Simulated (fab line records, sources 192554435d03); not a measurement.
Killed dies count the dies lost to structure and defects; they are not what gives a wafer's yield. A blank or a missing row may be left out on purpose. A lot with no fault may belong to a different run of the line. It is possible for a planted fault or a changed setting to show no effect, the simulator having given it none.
A single fault, viewed from 2 desks | flow n5_finfet | each desk holds nothing but its own numbers, with what lay behind them at the end

== THE METROLOGY DESK ==
What the gauges read, lot by lot, whatever tool the lot ran on: means of the sampled wafers that have a number. If a lot's mean is further than 4 standard deviations from the usual mean, the lot is out of limits and carries the mark OUT (the distance appears in the brackets). 7 of its 10 readings are shown, namely those furthest out on some lot.
Columns: A = DIBL_N at N5_BEOL_M4_RC_MEAS_101, usual 36.3 mV/V; B = DIBL_P at N5_BEOL_M4_RC_MEAS_101, usual 36.4 mV/V; C = IOFF_N at N5_BEOL_M4_RC_MEAS_101, usual 0.16 nA/um; D = IOFF_P at N5_BEOL_M4_RC_MEAS_101, usual 0.22 nA/um; E = ION_P at N5_BEOL_M4_RC_MEAS_101, usual 463 uA/um; F = SS_N at N5_BEOL_M4_RC_MEAS_101, usual 71.6 mV/dec; G = VT_P at N5_BEOL_M4_RC_MEAS_101, usual -250 mV
lot  | first seen here | A    | B    | C    | D    | E   | F    | G
L396 | day 12 23:09    | 34.7 | 33.9 | 0.14 | 0.21 | 463 | 71.1 | -248
L399 | day 13 12:16    | 37.4 | 37.3 | 0.17 | 0.22 | 462 | 72.3 | -247
L400 | day 13 18:16    | 33.8 | 34.5 | 0.13 | 0.19 | 460 | 71.4 | -252
L407 | day 15 18:47    | 35.8 | 36.9 | 0.14 | 0.18 | 456 | 71.9 | -254
Finding of this desk: none of the 4 lots has anything out of limits.

== THE TOOL OWNER'S DESK: litho_track-03 ==
The tool's own readings at N5_BEOL_M1_COAT_67 (time 60 s, resist thk 60 nm): means of the sampled wafers that have a number, for each lot that ran on this tool. If a lot's mean is further than 4 standard deviations from the usual mean, the lot is out of limits and carries the mark OUT (the distance appears in the brackets).
Columns: A = spin_speed_rpm at N5_BEOL_M1_COAT_67, usual 1500.0 rpm
lot  | first seen here | A
L396 | day 9 01:42     | 1499.2
L399 | day 9 18:04     | 1440.1 (-62) OUT
L400 | day 9 22:32     | 1440.9 (-62) OUT
This desk's finding: out of limits on L399, L400; first on L399, day 9 18:04 (spin_speed_rpm at N5_BEOL_M1_COAT_67). L396 stayed within limits.

== ALL TOGETHER ==
The tool owner's desk could have raised an alarm at day 9 18:04, on L399, L400.
Nothing out of limits was seen by the metrology desk.
The metrology desk holds a record of L399, L400, inside its limits.
All the named lots went through N5_BEOL_M1_COAT_67 on litho_track-03.

== WHAT THE SIMULATOR HAD PUT IN ==
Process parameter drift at N5_BEOL_M1_COAT_67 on litho_track-03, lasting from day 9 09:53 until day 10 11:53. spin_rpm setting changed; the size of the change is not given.
Lots struck among those shown: L399, L400.
Each desk's first reading out of limits, in hours after the fault started: the tool owner's desk, 8.
